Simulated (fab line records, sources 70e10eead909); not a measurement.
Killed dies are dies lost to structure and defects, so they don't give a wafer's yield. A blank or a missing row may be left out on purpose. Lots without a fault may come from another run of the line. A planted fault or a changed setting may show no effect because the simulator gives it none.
Which tool did it? | flow nand_harc | 6 lots, 18 wafers sampled, at 6 steps of a route of 1302

WHAT THE GAUGES READ, wafer by wafer
NHARC_END_SORT_01.
lot  | measured     | on        | defect_limited_yield (%)
L546 | day 30 10:48 | prober-01 | 86.9

WHICH TOOL RAN EACH LOT (tool, then ch and the chambers of the sampled wafers, then the start)
lot  | NHARC_P_M0_ETCH_15                            | NHARC_P_M0_PVD_20                       | NHARC_P_M0_PVD_21                       | NHARC_P_M0_ECD_22              | NHARC_P_M0_CMP_23
L535 | rie_diel-03 ch 1,3, day 6 23:10 or earlier    | pvd_sputter-02, day 6 23:10 or earlier  | pvd_sputter-02, day 6 23:10 or earlier  | ecd_cu-01 ch 0, day 6 23:10    | cmp-04 ch 0,2, day 6 23:51
L541 | rie_diel-08 ch 2,3, day 9 11:42 or earlier    | pvd_sputter-03, day 9 11:42 or earlier  | pvd_sputter-03, day 9 11:42 or earlier  | ecd_cu-01 ch 0,1, day 9 11:42  | cmp-03 ch 0,1, day 9 12:32
L543 | rie_diel-06 ch 0,1,2, day 10 18:48 or earlier | pvd_sputter-02, day 10 18:48 or earlier | pvd_sputter-02, day 10 18:48 or earlier | ecd_cu-01 ch 0,1, day 10 18:48 | cmp-03 ch 1,2, day 10 19:28
L546 | rie_diel-03 ch 1,3, day 12 02:20 or earlier   | pvd_sputter-01, day 12 02:20 or earlier | pvd_sputter-01, day 12 02:20 or earlier | ecd_cu-01 ch 0,1, day 12 02:20 | cmp-04 ch 0,1, day 12 03:04
L554 | rie_diel-03 ch 0,2, day 15 00:11 or earlier   | pvd_sputter-03, day 15 00:11 or earlier | pvd_sputter-03, day 15 00:11 or earlier | ecd_cu-02 ch 0,1, day 15 00:11 | cmp-03 ch 0,1,2, day 15 00:55
L556 | rie_diel-03 ch 1,2,3, day 15 13:34 or earlier | pvd_sputter-01, day 15 13:34 or earlier | pvd_sputter-01, day 15 13:34 or earlier | ecd_cu-01 ch 0,1, day 15 13:34 | cmp-04 ch 1,3, day 15 14:19
- NHARC_P_M0_ETCH_15: etches the open film in C4F8/Ar, target depth 150 nm, overetch 15 nm, time 82.5 s.
- NHARC_P_M0_PVD_20: deposits TaN, target thk 5 nm, time 8.06 s.
- NHARC_P_M0_PVD_21: deposits Cu, target thk 30 nm, time 20.49 s.
- NHARC_P_M0_ECD_22: material Cu, target thk 400 nm.
- NHARC_P_M0_CMP_23: polishes, t overpolish 20 s, target thk 117.54 nm.

THE ANSWER, worked out from the rows above alone
Rule: what is usual is taken from the lots themselves. Put in order of their means at a reading, lots are off if they are a third of the lots or fewer, leave a main group of 4 or more, and stand apart from it by a gap of 3 or more times the standard deviation of the main group's means; of several such gaps the widest counts. A main group whose means are all the same, to the digits that the tables above print for the reading, isn't used. A lot without any number at a reading at which 4 lots or more have one is off too. The other lots that the step has rows for count as sound.
No lot is off at any reading shown: from this, nothing can be told.

WHAT THE SIMULATOR HAD PUT IN
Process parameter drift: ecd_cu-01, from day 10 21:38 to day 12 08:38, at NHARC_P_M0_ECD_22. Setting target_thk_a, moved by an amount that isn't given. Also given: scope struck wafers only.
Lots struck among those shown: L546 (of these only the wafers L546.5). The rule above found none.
